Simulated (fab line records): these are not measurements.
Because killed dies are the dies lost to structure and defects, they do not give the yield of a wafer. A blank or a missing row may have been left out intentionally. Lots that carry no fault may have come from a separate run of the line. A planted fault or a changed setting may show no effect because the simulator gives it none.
Chamber matching | flow nand_harc | rie_diel-01 running NHARC_A_STAIRCASE_TRIM_20: 4 sister chambers
The step chemistry O2, time 211.2 s. 4 wafers are shown with their chamber, then 12 later ones without.

## WAFERS PAIRED WITH THEIR CHAMBERS
wafer  | chamber | showerhead_plenum_p_Torr (Torr)
L081.6 | 2       | 3.80
L087.2 | 1       | 3.43
L087.3 | 3       | 3.76
L087.4 | 0       | 3.39

## WAFERS WHOSE CHAMBER IS MISSING
wafer  | showerhead_plenum_p_Torr (Torr)
L090.2 | 3.75
L090.3 | 3.78
L090.6 | 3.75
L091.1 | 3.75
L091.3 | 3.78
L091.4 | 3.42
L092.1 | 3.42
L092.5 | 3.42
L092.6 | 3.38
L095.1 | 3.37
L095.4 | 3.74
L095.5 | 3.42

## WHICH CHAMBER EACH ONE RAN IN
wafer  | from the rows above     | in truth
L090.2 | 3                       | 3
L090.3 | can't be placed: 2 or 3 | 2
L090.6 | 3                       | 3
L091.1 | 3                       | 3
L091.3 | can't be placed: 2 or 3 | 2
L091.4 | can't be placed: 1 or 0 | 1
L092.1 | can't be placed: 1 or 0 | 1
L092.5 | can't be placed: 1 or 0 | 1
L092.6 | 0                       | 0
L095.1 | 0                       | 0
L095.4 | 3                       | 3
L095.5 | can't be placed: 1 or 0 | 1
Correctly placed: 6 of 12. Not placeable from these rows: 6 (in 6, the candidates include the true chamber). 0 placed wrongly.
How it was worked out, from the rows above alone: a wafer's distance from a chamber is the root of the sum, over the readings, of the square of ((its reading less the chamber's mean) divided by the reading's scatter). If the next closest chamber is less than 2 further off than the closest, the wafer can't be placed; otherwise it belongs to the closest. A chamber's mean is the mean of its shown wafers. The scatter: with one shown wafer a chamber, the root of the mean of the squares of how far each hidden wafer lies from its nearest shown one.
